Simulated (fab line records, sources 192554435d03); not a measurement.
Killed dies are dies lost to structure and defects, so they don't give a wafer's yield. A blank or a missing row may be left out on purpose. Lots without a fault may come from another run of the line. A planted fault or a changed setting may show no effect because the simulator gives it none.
A struck lot beside a sound one | flow n5_finfet | 40 steps out of a route of 1938
Sound: wafers L363.1, L363.3, L363.5. Struck: wafers L364.4, L364.5, L364.6. The cause comes at the end.
At each step with rows: each side's tool, then ch and its chambers, then its first start. Under that, the readings that differ: sound wafers | struck wafers | difference of the means | sigmas: that difference in standard deviations of wafers without a fault.
alike: readings whose means differ by less than 2 such deviations, and words and numbers that are the same on both sides. not compared: withheld readings, readings that some wafer has no value for, bounds like >300 that may hide the same value, and numbers for which the record gives no deviation and whose values overlap.
The two part at a step that has a row with sigmas, a row that says differs or no value, or rows on one side only. Numbers that don't overlap but have no deviation are shown without sigmas and don't part them. A reading that every wafer of one side lacks parts them only if that side has two wafers or more.

first, 1 step without rows for these wafers: N5_BEOL_M4_SPUTTER_81 (material Cu, target thk 4.5 nm, time 8.29 s).
N5_BEOL_M4_ANNEAL_82: time 240 s.
  sound on pvd_sputter-02, day 9 14:46; struck on pvd_sputter-02, day 9 21:47
  alike: heater_power_w
N5_BEOL_M4_SPUTTER_86: material Cu, target thk 4.5 nm, time 8.29 s.
  sound on pvd_sputter-02, day 9 14:55; struck on pvd_sputter-02, day 9 21:55
  reading                  | sound                | struck                 | difference | sigmas
  chamber_pressure_pa (Pa) | 0.07 0.07007 0.07021 | 0.06957 0.06976 0.0698 | -0.00038   | -3
  alike: throttle_valve_pct
then, 3 steps without rows for these wafers: N5_BEOL_M4_ANNEAL_87 (time 240 s); N5_BEOL_M4_SPUTTER_88 (material Cu, target thk 4.5 nm, time 8.29 s); N5_BEOL_M4_ANNEAL_89 (time 240 s).
N5_BEOL_M4_SPUTTER_90: material Cu, target thk 4.5 nm, time 8.29 s.
  sound on pvd_sputter-02, day 9 15:21; struck on pvd_sputter-02, day 9 22:22
  alike: chamber_pressure_pa, throttle_valve_pct
N5_BEOL_M4_ANNEAL_91: time 240 s.
  sound on pvd_sputter-02, day 9 15:26; struck on pvd_sputter-02, day 9 22:26
  alike: heater_power_w
then, 2 steps without rows for these wafers: N5_BEOL_M4_SPUTTER_92 (material Cu, target thk 4.5 nm, time 8.29 s); N5_BEOL_M4_ANNEAL_93 (time 240 s).
N5_BEOL_M4_SPUTTER_94: material Cu, target thk 4.5 nm, time 8.29 s.
  sound on pvd_sputter-02, day 9 15:47; struck on pvd_sputter-02, day 9 22:48
  alike: chamber_pressure_pa, throttle_valve_pct
then, 1 step without rows for these wafers: N5_BEOL_M4_ANNEAL_95 (time 240 s).
N5_BEOL_M4_SPUTTER_96: material Cu, target thk 4.5 nm, time 8.29 s.
  sound on pvd_sputter-02, day 9 16:01; struck on pvd_sputter-02, day 9 23:01
  alike: chamber_pressure_pa, throttle_valve_pct
then, 7 steps without rows for these wafers: N5_BEOL_M4_ECD_50 (material Cu, target thk 300 nm); N5_BEOL_M4_ANNEAL_51 (time 90 s); N5_BEOL_M4_CMP_52 (polishes, stops on SiOC, t overpolish 6.8 s, target thk 40 nm); N5_BEOL_M4_PRE_CLEAN_60 (time 15 s); N5_BEOL_M4_CO_CAP_55 (material Co, precursor CCTBA/H2, target thk 2 nm, time 102.1 s); N5_BEOL_M4_PRE_CLEAN_56 (time 15 s); N5_BEOL_M4_DEP_57 (deposits SiCN from 3MS/NH3, target thk 8 nm, time 14 s).
N5_BEOL_M4_RS_MEAS_58: measures by four-point-probe.
  sound on film_metro-01, day 9 17:09; struck on film_metro-01, day 10 00:04
  alike: M4_RS
N5_BEOL_M4_RC_MEAS_101:
  sound on prober-01 ch 0, day 9 17:12; struck on prober-02 ch 0, day 10 00:35
  alike: DIBL_N, DIBL_P, IOFF_N, IOFF_P, ION_N, ION_P, SS_N, SS_P, VT_N, VT_P
then, 2 steps without rows for these wafers: N5_BEOL_M5_ILD_DEP_00 (deposits SiCOH lowk from DEMS/porogen, target thk 140.64 nm, time 25.9 s); N5_BEOL_M5_CURE_79 (cures SiCOH lowk, time 240 s).
N5_BEOL_M5_THK_MEAS_01:
  sound on film_metro-01, day 9 18:44; struck on film_metro-02, day 10 01:40
  alike: M5_ILD_THK
then, 11 steps without rows for these wafers: N5_BEOL_M5_PECVD_70 (deposits SiO2 from TEOS/O2, target thk 16 nm, time 18 s); N5_BEOL_M5_HM_DEP_02 (deposits TiN, target thk 20 nm); N5_BEOL_M5_COAT_59 (time 60 s, resist thk 60 nm); N5_BEOL_M5_COAT_60 (time 60 s, resist thk 12 nm); N5_BEOL_M5_COAT_71 (time 60 s, resist thk 5 nm); N5_BEOL_M5_COAT_05 (resist thk 30 nm); N5_BEOL_M5_EBR_07; N5_BEOL_M5_SOFTBAKE_06 (time 60 s); N5_BEOL_M5_EXPOSE_08 (exposes mask M5, target cd 28 nm); N5_BEOL_M5_PEB_09 (peb time 60 s); N5_BEOL_M5_DEVELOP_10 (develop time 30 s).
N5_BEOL_M5_CD_MEAS_11: target cd 27.74 nm.
  sound on cd_sem-02 ch 0, day 9 19:32; struck on cd_sem-02 ch 0, day 10 02:43
  alike: cd_nm
N5_BEOL_M5_OVL_MEAS_12:
  sound on overlay-01 ch 0, day 9 19:34; struck on overlay-01 ch 0, day 10 02:46
  alike: M5_OVL
then, 1 step without rows for these wafers: N5_BEOL_M5_DESCUM_16 (chemistry O2, time 7 s).
-- the record jumps here: 4 days lie between the struck wafers' starts before and after (it left off in module BEOL_M5 and takes up again in module PASSIVATION, whose first step shown is number 1936 of the route) --
N5_PASSIVATION_PROBE_49:
  sound on prober-01, day 13 14:31; struck on prober-01, day 14 06:04
  reading                  | sound          | struck         | difference | sigmas
  defect_limited_yield (%) | 91.4 91.9 93.2 | 82.5 80.8 83.6 | -9.9       | -7
  killed_at_M4_up          | 12 6 23        | 76 134 89      | +86        | +16
  killed_at_front_end      | 40 34 18       | 73 43 57       | +27        | +2
  killed_dies              | 102 96 80      | 207 226 194    | +116       | +7
  killed_on_rim            | 16 8 10        | 35 23 31       | +18        | +5
  sort_bin_5_function (%)  | 4.8 4.7 3.9    | 9.7 11.6 9.6   | +5.8       | +6
  sort_bin_6_memory (%)    | 3.6 3.4 2.4    | 4.7 4.9 4.2    | +1.5       | +2
  sort_n_pass              | 1078 1084 1100 | 973 954 986    | -116       | -7
  sort_yield_pct (%)       | 91.4 91.9 93.2 | 82.5 80.8 83.6 | -9.9       | -7
  alike: killed_at_M0_to_M3, killed_at_contacts, killed_at_other, killed_open, killed_short

WHERE THEY PART
First at N5_BEOL_M4_SPUTTER_86; last, within this record, at N5_PASSIVATION_PROBE_49.

WHY: what the simulator had put in
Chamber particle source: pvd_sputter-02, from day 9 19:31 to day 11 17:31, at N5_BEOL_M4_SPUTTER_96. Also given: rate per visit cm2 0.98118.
